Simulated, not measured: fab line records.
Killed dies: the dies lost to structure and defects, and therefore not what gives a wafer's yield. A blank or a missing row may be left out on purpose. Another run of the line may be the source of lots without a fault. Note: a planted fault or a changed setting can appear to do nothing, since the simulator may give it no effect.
fab line records	flow n5_finfet
[record] lots = 4	wafers = 12	last_day = 17
route steps=1938 shown BEOL_M6@1194 BEOL_M15@1830
lots that met no fault: from a run of the same line without faults
start_h: the number of hours between the record's first day and the start of the first shown wafer of the lot	wait_h: time in hours since the lot's previous step	" the same as in the row above	L1.1+2: one row covering several wafers at once	- either no value or no given start	* or withheld: withheld	< > ~ a bound
route shown NAME@n: NAME is a module with steps in the file, n the number in the route of the first one	usual: average and standard deviation across the fault-free wafers	same: alike in all rows	chamber/n: place in a boat	sites: the reading at each site	_std_site: their standard deviation	_edge_site: inner sites' mean taken away from outer sites' mean	radius_mm: for every site, how far away it sits from the centre of the wafer	mask NAME#n: copy n	behind: the most recent tool/chamber to have shaped the wafer	hold: cause of the lot's hold/its duration in hours/its outcome	device: names the non-switching transistor (n, p or np)	end of line: the tests these same wafers got at the end of their route	a step without rows: its recipe alone	killed: at the first sort, the dies lost to defects and structure; wafer yield is something else	map: a wafer's dies, x killed, . not, _ none there
set.NAME: the setting as run; set.NAME@STEP: as run at that earlier step	model.NAME: the simulator's own value behind a step, which no gauge read
lots at some steps of the route; a table a step, a row a wafer
services: from which hour (start_h, from the record's first day; less than 0 if before it) a tool's chamber was out of use, for how many hours, and why
[[steps]]
[step N5_BEOL_M6_ILD_DEP_00]
[recipe] material = SiCOH_lowk	target_thk_a = 1797.5	temp_c = 300	precursor = DEMS/porogen	pressure_torr = 5	rf_w = 500	time_s = 33.4
[step N5_BEOL_M6_CURE_74]
[recipe] temp_c = 385	time_s = 240	ambient = He/Ar	material = SiCOH_lowk
[step N5_BEOL_M6_PECVD_70]
[recipe] material = SiO2	target_thk_a = 200	temp_c = 400	precursor = TEOS/O2	pressure_torr = 5.5	rf_w = 450	teos_flow_sccm = 53.8	gas = O2	flow_sccm = 3000	time_s = 22.7
[step N5_BEOL_M6_HM_DEP_02]
[recipe] material = TiN	target_thk_a = 200	temp_c = 25	chamber_pressure_pa = 0.49996
[step N5_BEOL_M6_COAT_59]
[recipe] resist = SOC	temp_c = 250	time_s = 60	spin_rpm = 1500	resist_thk_nm = 100
[step N5_BEOL_M6_COAT_60]
[recipe] resist = SiARC	temp_c = 220	time_s = 60	spin_rpm = 1500	resist_thk_nm = 35
[step N5_BEOL_M6_COAT_05]
[recipe] resist = CAR-ArF	spin_rpm = 1500	resist_thk_nm = 90
[step N5_BEOL_M6_EBR_07]
[recipe] solvent = PGMEA	ebr_width_mm = 1.5
[step N5_BEOL_M6_SOFTBAKE_06]
[recipe] temp_c = 110	time_s = 60	resist = CAR-ArF
[step N5_BEOL_M6_EXPOSE_08]
[recipe] mask_id = M6	na = 1.35	source_shape = dipole	sigma_inner = 0.817	sigma_outer = 0.97	polarization = te	dose_mj = 68.25
[usual] exposure_dose_mJ_cm2 = 68.20/0.059
lot.wafer	tool	chamber	start_h	wait_h	mask	exposure_dose_mJ_cm2
L914.4	arfi_scanner-02	0	196.02	-	M6#0	68.17
L914.5	"	0	"	"	M6#0	68.16
L914.6	"	0	"	"	M6#0	68.22
L923.1	arfi_scanner-02	0	250.31	-	M6#0	63.51
L923.3	"	0	"	"	M6#0	63.47
L923.4	"	0	"	"	M6#0	63.40
L922.2	arfi_scanner-02	0	250.83	-	M6#0	64.47
L922.3	"	0	"	"	M6#0	64.43
L922.6	"	0	"	"	M6#0	64.50
L931.2	arfi_scanner-03	0	305.13	-	M6#0	68.36
L931.3	"	0	"	"	M6#0	68.33
L931.5	"	0	"	"	M6#0	68.27
[step N5_BEOL_M6_PEB_09]
[recipe] peb_temp_c = withheld	peb_time_s = 60	resist = CAR-ArF
[step N5_BEOL_M6_DEVELOP_10]
[recipe] develop_time_s = 30	developer = TMAH	resist = CAR-ArF	rinse_liquid = diw	dry = air_spin	dev_temp_c = 23
[step N5_BEOL_M6_CD_MEAS_11]
[recipe] target_cd_nm = 38.5	landing_energy_ev = 500	detector = se_inlens	polarity = opening
[usual] cd_nm = 38.5/0.4
lot.wafer	tool	chamber	start_h	wait_h	cd_nm
L914.4	cd_sem-02	0	196.14	-	38.2
L914.5	"	0	"	"	38.4
L914.6	"	0	"	"	38.2
L923.1	cd_sem-02	0	250.44	-	35.0
L923.3	"	0	"	"	34.9
L923.4	"	0	"	"	35.2
L922.2	cd_sem-03	0	250.95	-	35.1
L922.3	"	0	"	"	36.0
L922.6	"	0	"	"	36.1
L931.2	cd_sem-01	0	305.26	-	38.7
L931.3	"	0	"	"	38.8
L931.5	"	0	"	"	39.3
[step N5_BEOL_M6_DESCUM_16]
[recipe] chemistry = O2	time_s = 7.9	source_power_w = 50	bias_power_w = 20	pressure_mtorr = 20	rf_frequency_hz = 2.712e+07	temp_c = 40	resist = CAR-ArF	o2_flow_sccm = 225
[step N5_BEOL_M6_ETCH_61]
[recipe] chemistry = CF4	target = SiARC	target_depth_a = 455	mask_material = CAR-ArF	time_s = 75.8	ion_energy_ev = 80	pressure_mtorr = 40	source_w = 545	bias_w = 36	Ar_flow_sccm = 100	cf4_flow_sccm = 100	ends = cleared
[usual] drypump_motor_current_A = 5.8/0.35	etch_rf_on_time_s = 75.6/1.4	oes_product_au = 0.69/0.065	rf_vpp_V = 184.0/1.3	showerhead_plenum_p_Torr = 2.13/0.078	throttle_valve_pct = 15.60/0.29
lot.wafer	tool	chamber	start_h	wait_h	drypump_motor_current_A	etch_rf_on_time_s	oes_product_au	rf_hours_counter_h	rf_vpp_V	showerhead_plenum_p_Torr	throttle_valve_pct	model.BEOL_M6.cd_offset_nm
L914.4	rie_diel-04	3	196.78	0.0	5.6	77.2	0.71	47	184.2	2.27	15.66	-0.4
L914.5	"	3	"	"	5.7	77.6	0.71	-	186.5	2.27	15.66	-0.2
L914.6	"	0	"	"	5.5	75.0	0.72	-	184.0	2.09	15.30	-0.4
L923.1	rie_diel-03	2	251.26	0.0	5.5	74.9	0.64	169	185.6	2.22	15.99	-3.4
L923.3	"	0	"	"	5.1	75.6	0.76	27	182.8	2.10	15.45	-4
L923.4	"	3	"	"	5.9	76.1	0.63	192	183.1	2.05	15.90	-3.4
L922.2	rie_diel-03	3	252.09	0.0	5.9	75.8	0.63	192	183.4	2.05	15.89	-3.2
L922.3	"	0	"	"	5.1	74.2	0.76	28	184.7	2.09	15.45	-2.4
L922.6	"	0	"	"	5.1	74.6	0.76	-	183.9	2.10	15.46	-2.4
L931.2	rie_diel-04	1	305.38	0.0	6.1	76.7	0.68	74	186.2	2.26	15.58	0
L931.3	"	0	"	"	5.5	74.1	0.70	111	182.9	2.08	15.35	0.6
L931.5	"	2	"	"	5.6	76.6	0.61	-	185.9	2.20	16.11	0.8
[step N5_BEOL_M6_ETCH_62]
[recipe] chemistry = N2/H2	target = SOC	target_depth_a = 1100	overetch_a = 220	mask_material = SiARC	temp_c = 40	time_s = 165	ion_energy_ev = 200	pressure_mtorr = 30	source_w = 840	bias_w = 150	n2_flow_sccm = 200	h2_flow_sccm = 200
[step N5_BEOL_M6_STRIP_68]
[recipe] chemistry = N2/H2	temp_c = 40	n2_flow_sccm = 200	h2_flow_sccm = 200	rf_frequency_hz = 6e+07
[step N5_BEOL_M6_STRIP_67]
[recipe] chemistry = CF4	resist = SiARC	power_w = 300	bias_power_w = 75	pressure_mtorr = 50	cf4_flow_sccm = 150	rf_frequency_hz = 6e+07
[step N5_BEOL_M6_HM_OPEN_17]
[recipe] chemistry = Cl2/BCl3	target_depth_a = 200	overetch_a = 60	target = TiN	mask_material = SOC	ion_energy_ev = 150	pressure_mtorr = 10	icp_w = 1000	bias_w = 126	Cl2_flow_sccm = 53.25	bcl3_flow_sccm = 21.75	Ar_flow_sccm = 25
[usual] drypump_motor_current_A = 5.7/0.33	oes_product_au = 0.68/0.083	throttle_valve_pct = 22.18/0.15
lot.wafer	tool	chamber	start_h	wait_h	drypump_motor_current_A	oes_product_au	rf_hours_counter_h	throttle_valve_pct	model.BEOL_M6.cd_offset_nm
L914.4	rie_metal-02	0	197.05	0.1	5.3	0.64	-	22.41	-0.6
L914.5	"	1	"	"	5.7	0.83	-	22.15	-0.2
L914.6	"	0	"	"	5.3	0.64	-	22.40	-0.6
L923.1	rie_metal-02	1	251.50	0.0	5.7	0.78	8	22.17	-3.4
L923.3	"	0	"	"	5.3	0.62	-	22.41	-4.2
L923.4	"	1	"	"	5.7	0.79	-	22.16	-3.6
L922.2	rie_metal-01	0	252.34	0.0	6.1	0.74	12	22.00	-3.6
L922.3	"	1	"	"	6.2	0.54	-	22.09	-2.4
L922.6	"	0	"	"	6.1	0.75	-	21.99	-2.6
L931.2	rie_metal-02	0	305.62	0.0	5.3	0.61	60	22.45	-0.2
L931.3	"	0	"	"	5.3	0.61	-	22.42	0.8
L931.5	"	0	"	"	5.3	0.61	-	22.42	1
[step N5_BEOL_M6_STRIP_19]
[recipe] chemistry = O2	power_w = 400	temp_c = 40	pressure_mtorr = 30	rf_frequency_hz = 6e+07	bias_power_w = 0	overash_fraction = 0.2	o2_flow_sccm = 225
[step N5_BEOL_M6_CD_MEAS_18]
[recipe] pitch_nm = 80	target_cd_nm = 40
[usual] cd_nm = 40.0/0.47
lot.wafer	tool	chamber	start_h	wait_h	cd_nm
L914.4	cd_sem-01	-	197.27	0.1	39.4
L914.5	"	-	"	"	40.1
L914.6	"	-	"	"	39.5
L923.1	cd_sem-01	-	252.06	0.0	36.3
L923.3	"	-	"	"	35.9
L923.4	"	-	"	"	36.7
L922.2	cd_sem-03	-	252.69	0.1	36.4
L922.3	"	-	"	"	37.5
L922.6	"	-	"	"	37.3
L931.2	cd_sem-02	-	305.80	0.1	40.0
L931.3	"	-	"	"	40.4
L931.5	"	-	"	"	41.1
[step N5_BEOL_M6_COAT_63]
[recipe] resist = SOC	temp_c = 250	time_s = 60	spin_rpm = 1500	resist_thk_nm = 60
[step N5_BEOL_M6_COAT_64]
[recipe] resist = SiARC	temp_c = 220	time_s = 60	spin_rpm = 1500	resist_thk_nm = 12
[step N5_BEOL_M6_COAT_71]
[recipe] resist = underlayer	temp_c = 205	time_s = 60	spin_rpm = 1500	resist_thk_nm = 5
[step N5_BEOL_M6_COAT_22]
[recipe] resist = CAR-EUV	spin_rpm = 1500	resist_thk_nm = 30
[step N5_BEOL_M6_EBR_24]
[recipe] solvent = PGMEA	ebr_width_mm = 1.5
[step N5_BEOL_M6_SOFTBAKE_23]
[recipe] temp_c = 110	time_s = 60	resist = CAR-EUV
[step N5_BEOL_M6_EXPOSE_25]
[recipe] mask_id = V5	na = 0.33	source_shape = annular	sigma_inner = 0.4	sigma_outer = 0.8	polarization = unpolarized	target_cd_nm = 40	dose_mj = 45
[step N5_BEOL_M6_PEB_26]
[recipe] peb_temp_c = 100	peb_time_s = 60	resist = CAR-EUV
[step N5_BEOL_M6_DEVELOP_27]
[recipe] develop_time_s = 30	developer = TMAH	resist = CAR-EUV	rinse_liquid = surfactant_rinse	dry = air_spin	dev_temp_c = 23
[step N5_BEOL_M6_DESCUM_33]
[recipe] chemistry = O2	time_s = 7	source_power_w = 50	bias_power_w = 20	pressure_mtorr = 20	rf_frequency_hz = 2.712e+07	temp_c = 40	resist = CAR-EUV	o2_flow_sccm = 225
[step N5_BEOL_M6_ETCH_72]
[recipe] chemistry = N2/H2	target = underlayer	target_depth_a = 65	mask_material = CAR-EUV	time_s = 5.2	ion_energy_ev = 200	pressure_mtorr = 30	source_w = 840	bias_w = 150	n2_flow_sccm = 200	h2_flow_sccm = 200	ends = cleared
[step N5_BEOL_M6_ETCH_65]
[recipe] chemistry = CF4	target = SiARC	target_depth_a = 156	mask_material = CAR-EUV	time_s = 26	ion_energy_ev = 80	pressure_mtorr = 40	source_w = 545	bias_w = 36	Ar_flow_sccm = 100	cf4_flow_sccm = 100	ends = cleared
[step N5_BEOL_M6_ETCH_66]
[recipe] chemistry = N2/H2	target = SOC	target_depth_a = 800	overetch_a = 160	mask_material = SiARC	temp_c = 40	time_s = 120	ion_energy_ev = 200	pressure_mtorr = 30	source_w = 840	bias_w = 150	n2_flow_sccm = 200	h2_flow_sccm = 200
[step N5_BEOL_M15_RC_MEAS_101]
[usual] etest_temp_c = 25.00/0.098	COMB_M10 = 1.6e-11/3.3e-12	COMB_M11 = 1.5e-11/3e-12	COMB_M12 = 7.1e-12/1.4e-12	COMB_M13 = 5.5e-12/1.1e-12	COMB_M14 = 4.3e-12/7.3e-13	COMB_M15 = 3.1e-12/6.9e-13	COMB_M5 = 3.7e-11/7.1e-12	COMB_M6 = 2.5e-11/4.7e-12	COMB_M7 = 2.6e-11/5.1e-12	COMB_M7_max_site = 3.8e-11/9.4e-12	COMB_M8 = 2.6e-11/5.6e-12	COMB_M9 = 1.6e-11/3.3e-12	SERP_M10 = 3.07/0.073	SERP_M11 = 3.07/0.068	SERP_M12 = 0.641/0.015	SERP_M13 = 0.309/0.0059	SERP_M14 = 0.161/0.003	SERP_M5 = 38.3/1.4	SERP_M6 = 13.9/0.42	SERP_M6_max_site = 14.6/0.5	SERP_M7 = 13.8/0.44	SERP_M8 = 13.8/0.49	SERP_M9 = 3.06/0.063
lot.wafer	tool	chamber	start_h	wait_h	etest_temp_c	COMB_M10[S/m]	COMB_M11[S/m]	COMB_M12[S/m]	COMB_M13[S/m]	COMB_M14[S/m]	COMB_M15[S/m]	COMB_M5[S/m]	COMB_M6[S/m]	COMB_M7[S/m]	COMB_M7_max_site[S/m]	COMB_M8[S/m]	COMB_M9[S/m]	SERP_M10[ohm/um]	SERP_M11[ohm/um]	SERP_M12[ohm/um]	SERP_M13[ohm/um]	SERP_M14[ohm/um]	SERP_M5[ohm/um]	SERP_M6[ohm/um]	SERP_M6_max_site[ohm/um]	SERP_M7[ohm/um]	SERP_M8[ohm/um]	SERP_M9[ohm/um]
L914.4	prober-02	0	273.10	0.5	24.93	2.3e-11	1.51e-11	7.4e-12	7.1e-12	4.2e-12	3.5e-12	3.7e-11	3.2e-11	2.5e-11	2.9e-11	2.2e-11	2.3e-11	2.98	3.16	0.640	0.301	0.158	36.8	14.6	14.8	13.6	13.6	3.06
L914.5	"	0	"	"	24.98	1.4e-11	1.08e-11	8.6e-12	5.9e-12	3.9e-12	3.5e-12	3.3e-11	2.9e-11	2.5e-11	3.7e-11	2.3e-11	1.7e-11	3.09	3.06	0.626	0.305	0.161	36.2	13.6	14.3	13.8	13.8	3.02
L914.6	"	0	"	"	24.92	2.2e-11	9.6e-12	7.1e-12	6.9e-12	4.5e-12	3e-12	3e-11	2.9e-11	2.6e-11	3.6e-11	2e-11	1.8e-11	3.13	3.11	0.636	0.312	0.157	37.7	14.5	14.9	13.7	14.3	3.06
L923.1	prober-01	0	331.22	0.0	25.09	1.5e-11	1.71e-11	8.1e-12	5e-12	4.4e-12	2.2e-12	3.7e-11	2.8e-11	1.8e-11	2.4e-11	3.5e-11	1.3e-11	3.14	3.13	0.645	0.308	0.160	40.1	16.8	17.7	14.2	13.6	3.02
L923.3	"	0	"	"	24.98	1.3e-11	1.8e-11	6.8e-12	3.5e-12	3.9e-12	3.4e-12	4.7e-11	2.5e-11	3.5e-11	5.1e-11	2.7e-11	1.1e-11	2.93	3.12	0.632	0.309	0.154	39.0	16.9	17.9	14.3	14.8	3.10
L923.4	"	0	"	"	24.93	1.6e-11	2.23e-11	6.1e-12	4.7e-12	3e-12	2e-12	4.8e-11	2.3e-11	2.4e-11	4.1e-11	1.9e-11	1.6e-11	3.06	2.94	0.665	0.305	0.157	38.5	17.0	17.8	13.5	14.0	3.06
L922.2	prober-02	0	333.70	0.2	25.02	1.5e-11	1.02e-11	6.2e-12	5.2e-12	4.8e-12	3.5e-12	3.3e-11	2e-11	2.5e-11	3.6e-11	2.5e-11	1.5e-11	2.90	2.97	0.631	0.306	0.165	37.0	16.0	16.0	13.6	14.2	3.08
L922.3	"	0	"	"	25.12	1.6e-11	1.51e-11	5.7e-12	4.9e-12	4.2e-12	2.9e-12	3.5e-11	2.4e-11	2.3e-11	3.8e-11	2.2e-11	1.4e-11	3.00	3.07	0.665	0.308	0.160	37.8	16.2	16.7	14.6	13.5	3.05
L922.6	"	0	"	"	25.11	1.2e-11	1.67e-11	6.4e-12	6.7e-12	4.1e-12	2.8e-12	4.7e-11	2.9e-11	2.4e-11	3.2e-11	2.9e-11	1e-11	3.00	3.12	0.675	0.311	0.158	37.9	15.8	16.7	13.3	14.0	3.03
L931.2	prober-02	0	398.74	0.2	25.10	1.6e-11	1.38e-11	7e-12	6.6e-12	4.2e-12	3.4e-12	4.6e-11	2.9e-11	2.2e-11	3.2e-11	1.9e-11	1.4e-11	3.00	3.02	0.620	0.299	0.156	37.5	14.2	15.1	13.3	13.8	3.11
L931.3	"	0	"	"	24.99	2e-11	1.15e-11	7.7e-12	5.4e-12	4.4e-12	2.7e-12	5e-11	2.5e-11	2.2e-11	2.9e-11	2.2e-11	1.2e-11	2.95	3.12	0.625	0.303	0.161	39.2	13.1	13.5	13.0	14.0	3.11
L931.5	"	0	"	"	25.01	1.4e-11	1.12e-11	7.4e-12	6.1e-12	4.4e-12	3.4e-12	4.7e-11	3.7e-11	1.6e-11	2.6e-11	2.5e-11	1.6e-11	2.98	3.03	0.629	0.305	0.162	39.2	13.2	13.9	14.1	13.8	3.08
// sites SERP_M6 radius_mm=0,75,75,75,75,140,140,140,140
L914.4 14.8 14.7 14.6 14.8 14.4 14.6 14.8 14.4 14.5
L923.1 16.7 16.7 16.5 16.8 16.7 17.0 17.2 17.7 17.2
L922.2 15.5 16.0 16.0 16.0 16.0 15.4 16.0 15.8 16.0
L931.2 14.7 14.6 15.1 14.7 14.1 14.0 14.2 13.8 13.9
[[services]]
tool	chamber	start_h	hours	kind
arfi_scanner-03	-	184.67	0.8	pm
arfi_scanner-03	-	200.36	1.3	pm
arfi_scanner-03	0	205.79	-	calibration
rie_diel-04	1	209.09	6.8	repair
arfi_scanner-02	-	209.77	2.4	repair
rie_diel-03	2	212.85	15.3	repair
rie_metal-02	-	224.83	1.2	repair
rie_metal-02	-	239.47	1.7	repair
rie_diel-04	-	240.08	14.6	pm
arfi_scanner-03	-	249.57	3.1	pm
arfi_scanner-03	-	265.34	1.0	pm
arfi_scanner-02	-	270.20	0.8	pm
arfi_scanner-02	-	281.76	1.3	pm
rie_metal-01	-	292.87	14.6	pm
[[key]]
[first_sign] step = N5_BEOL_M6_EXPOSE_08	reading = exposure_dose_mJ_cm2	direction = down	sigmas = 72	usual = 68.20	struck = 63.96
[effect] step = N5_BEOL_M6_CD_MEAS_11	reading = cd_nm	direction = down	sigmas = 8	usual = 38.5	struck = 35.4	through = control_loop
[effect] step = N5_BEOL_M6_CD_MEAS_18	reading = cd_nm	direction = down	sigmas = 7.1	usual = 40.0	struck = 36.7	through = control_loop
[effect] step = N5_BEOL_M15_RC_MEAS_101	reading = SERP_M6	direction = up	sigmas = 6	usual = 13.9	struck = 16.4
[model_effect] step = N5_BEOL_M6_ETCH_61	value = BEOL_M6.cd_offset_nm	without = -0.2	struck = -3.133
[model_effect] step = N5_BEOL_M6_HM_OPEN_17	value = BEOL_M6.cd_offset_nm	without = -0.3333	struck = -3.3
met_at N5_BEOL_M6_EXPOSE_08
struck_wafers L922.2,L922.3,L922.6,L923.1,L923.3,L923.4
[loop_trim] step = N5_BEOL_M6_EXPOSE_08	setting = dose	lots = L922
onset_between 196.02 250.31
[fault] kind = process_parameter_drift	tool = arfi_scanner-02	chamber = -	onset_h = 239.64	steps = N5_BEOL_M6_EXPOSE_08	channel = dose_mj	offset = -4.6359	shape = step	acts_in = these_recipes_only	stated = 68.25
// loop_trim: a control loop set the setting to another value than it would have without faults
